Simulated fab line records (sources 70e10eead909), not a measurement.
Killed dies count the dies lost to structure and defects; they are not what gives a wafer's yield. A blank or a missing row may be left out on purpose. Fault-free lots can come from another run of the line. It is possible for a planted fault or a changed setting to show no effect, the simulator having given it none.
Matching of chambers | flow nand harc | NHARC_A_STAIRCASE_DESCUM_291 on rie diel-11: 4 sister chambers
The step chemistry O2, time 3 s. 4 wafers are shown with their chamber, then 9 later ones without.

## EACH WAFER AND ITS CHAMBER
wafer  | chamber | showerhead plenum p Torr (Torr)
L083.1 | 1       | 1.89
L083.5 | 3       | 2.05
L086.2 | 2       | 1.84
L086.6 | 0       | 2.03

## WAFERS WITHOUT THEIR CHAMBER
wafer  | showerhead plenum p Torr (Torr)
L091.2 | 2.04
L091.3 | 1.83
L091.6 | 2.04
L094.1 | 2.02
L094.3 | 1.88
L094.6 | 1.83
L096.1 | 2.02
L096.3 | 1.83
L096.4 | 2.04

## CHAMBER TAKEN BY EACH
wafer  | from the rows above     | in truth
L091.2 | can't be placed: 3 or 0 | 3
L091.3 | 2                       | 2
L091.6 | can't be placed: 3 or 0 | 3
L094.1 | 0                       | 0
L094.3 | 1                       | 1
L094.6 | 2                       | 2
L096.1 | 0                       | 0
L096.3 | 2                       | 2
L096.4 | can't be placed: 3 or 0 | 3
Placed correctly: 6 of 9. Can't be placed from these rows: 3 (the true chamber is among the candidates in 3). Number placed wrongly: 0.
How it was worked out, from the rows above alone: a wafer's distance from a chamber is the root of the sum, over the readings, of the square of ((its reading less the chamber's mean) divided by the reading's scatter). If the next closest chamber is less than 2 further off than the closest, the wafer can't be placed; otherwise it belongs to the closest. For every chamber, the mean is computed from those of its wafers that are shown. The scatter: with one shown wafer a chamber, the root of the mean of the squares of how far each hidden wafer lies from its nearest shown one.
